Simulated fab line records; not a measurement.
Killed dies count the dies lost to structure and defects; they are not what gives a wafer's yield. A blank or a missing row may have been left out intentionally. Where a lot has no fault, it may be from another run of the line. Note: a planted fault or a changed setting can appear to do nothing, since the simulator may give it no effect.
Chamber matching    flow nand_harc    NHARC_P_CONTACT_ALD_22 on ald_metal-01: 4 sister chambers
The step deposits TiN, target thk 3 nm, pulse time 1 s, ald cycles 150. 8 wafers are shown with their chamber, then 7 later ones without.

== WAFERS PAIRED WITH THEIR CHAMBERS ==
wafer   chamber  heater_power_w (W)  precursor_pulse_height_rel
L493.1  2        1303                1.047
L495.2  3        921                 0.957
L495.5  0        990                 0.996
L496.1  1        1134                0.983
L496.5  1        1122                1.020
L496.6  0        984                 1.026
L498.1  3        934                 0.997
L498.3  2        1298                1.010

== WAFERS MISSING THEIR CHAMBER ==
wafer   heater_power_w (W)  precursor_pulse_height_rel
L498.4  963                 1.006
L502.2  1273                1.013
L502.5  962                 0.982
L502.6  929                 0.991
L506.3  1285                1.017
L506.4  938                 1.012
L506.5  1328                1.023

== CHAMBER TAKEN BY EACH ==
wafer   from the rows above      in truth
L498.4  can't be placed: 0 or 3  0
L502.2  2                        2
L502.5  can't be placed: 0 or 3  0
L502.6  3                        3
L506.3  2                        2
L506.4  3                        3
L506.5  2                        2
5 of 7 placed correctly. Unplaceable from these rows: 2, with the true chamber sitting among the candidates in 2. Number placed wrongly: 0.
How it was worked out, from the rows above alone: a wafer's distance from a chamber is the root of the sum, over the readings, of the square of ((its reading less the chamber's mean) divided by the reading's scatter). If the next closest chamber is less than 2 further off than the closest, the wafer can't be placed; otherwise it belongs to the closest. The mean given for a chamber averages the wafers shown for that chamber. How the scatter is found: for the shown wafers, subtract from each reading the mean of its chamber, square and add these, divide the total by (wafers less chambers), then take the root.
